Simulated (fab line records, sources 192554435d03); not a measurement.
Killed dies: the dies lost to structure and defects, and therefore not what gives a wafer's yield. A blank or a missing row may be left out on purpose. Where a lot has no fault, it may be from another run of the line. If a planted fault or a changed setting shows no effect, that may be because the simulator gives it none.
Which tool did it?	flow n5-finfet	10 lots, 25 wafers sampled, at 4 steps of a route of 1938

WHAT EACH GAUGE READ, for each wafer
N5_FIN_SAQP_CD_MEAS_27: target cd 20 nm.
lot	measured	on	cd-nm (nm)
L133	day 2 12:03	cd-sem-03	20.18 20.57
L137	day 3 12:40	cd-sem-02	19.71 20.55 20.68
L140	day 4 06:13	cd-sem-02	- - -
L141	day 4 13:56	cd-sem-03	- - -
L142	day 4 19:08	cd-sem-02	- - -
L149	day 6 12:09	cd-sem-03	20.64 20.07
L150	day 6 17:20	cd-sem-02	20.15 19.94 20.48
L151	day 6 23:54	cd-sem-03	20.42 20.38
L152	day 7 05:49	cd-sem-01	20.29 20.19
L153	day 7 12:01	cd-sem-03	20.09 19.93

TOOL THAT RAN EACH LOT (tool first, then ch and the chambers of the sampled wafers, then the start)
lot	N5_FIN_SAQP_PECVD_47	N5_FIN_SAQP_HM_OPEN_73	N5_FIN_SAQP_MANDREL_ETCH_22
L133	pecvd-04 ch 0,1, day 2 09:04	rie-diel-02 ch 1,2, day 2 09:53	rie-si-04 ch 0,1, day 2 09:58
L137	pecvd-03 ch 0,1, day 3 09:49	rie-diel-02 ch 0,2,3, day 3 10:46	rie-si-06 ch 1,2,3, day 3 10:51
L140	pecvd-02 ch 0,1,2, day 4 03:22	rie-diel-03 ch 0,1,3, day 4 04:24	rie-si-02 ch 1,2, day 4 04:28
L141	pecvd-04 ch 0,1,2, day 4 09:20	rie-diel-03 ch 1,3, day 4 10:22	rie-si-02 ch 0,1,2, day 4 10:26
L142	pecvd-04 ch 0,1, day 4 14:44	rie-diel-02 ch 1,2, day 4 15:40	rie-si-06 ch 0,2,3, day 4 15:44
L149	pecvd-02 ch 1, day 6 09:23	rie-diel-02 ch 0,2, day 6 10:13	rie-si-02 ch 0,2, day 6 10:18
L150	pecvd-02 ch 0,2, day 6 14:41	rie-diel-03 ch 2,3, day 6 15:31	rie-si-06 ch 1,3, day 6 15:36
L151	pecvd-04 ch 0,1, day 6 20:51	rie-diel-03 ch 0,1, day 6 21:41	rie-si-02 ch 0,3, day 6 21:46
L152	pecvd-04 ch 1,2, day 7 02:44	rie-diel-03 ch 3, day 7 03:40	rie-si-02 ch 1,3, day 7 03:45
L153	pecvd-04 ch 0,2, day 7 08:44	rie-diel-03 ch 0,2, day 7 10:03	rie-si-02 ch 0,1, day 7 10:09
- N5_FIN_SAQP_PECVD_47: deposits a-Si from SiH4/He, target thk 45 nm, time 36.3 s.
- N5_FIN_SAQP_HM_OPEN_73: chemistry CHF3/O2, target SiO2, stops on a-Si, target depth 12 nm, time 16.8 s.
- N5_FIN_SAQP_MANDREL_ETCH_22: etches a-Si in HBr/Cl2, stops on SiNx, target depth 60 nm, bt time 10 s, time 30 s.

THE ANSWER, worked out from the rows above alone
Rule: what is usual is taken from the lots themselves. Put in order of their means at a reading, lots are off if they are a third of the lots or fewer, leave a main group of 4 or more, and stand apart from it by a gap of 3 or more times the standard deviation of the main group's means; of several such gaps the widest counts. A main group whose means are all the same, to the digits that the tables above print for the reading, isn't used. A lot without any number at a reading at which 4 lots or more have one is off too. Any other lot the step has rows for is counted as sound.
Off: L140, L141, L142, at N5_FIN_SAQP_CD_MEAS_27 (cd-nm). Without a number there: L140, L141, L142. Main group: mean 20.27 nm, sd 0.13.
A tool fits if, at a process step before that reading, it ran every lot that is off, and no sound lot after the first of them. The gauges at N5_FIN_SAQP_CD_MEAS_27 are tried like those tools. No candidate that was tried fits.

WHAT HAD BEEN PUT IN BY THE SIMULATOR
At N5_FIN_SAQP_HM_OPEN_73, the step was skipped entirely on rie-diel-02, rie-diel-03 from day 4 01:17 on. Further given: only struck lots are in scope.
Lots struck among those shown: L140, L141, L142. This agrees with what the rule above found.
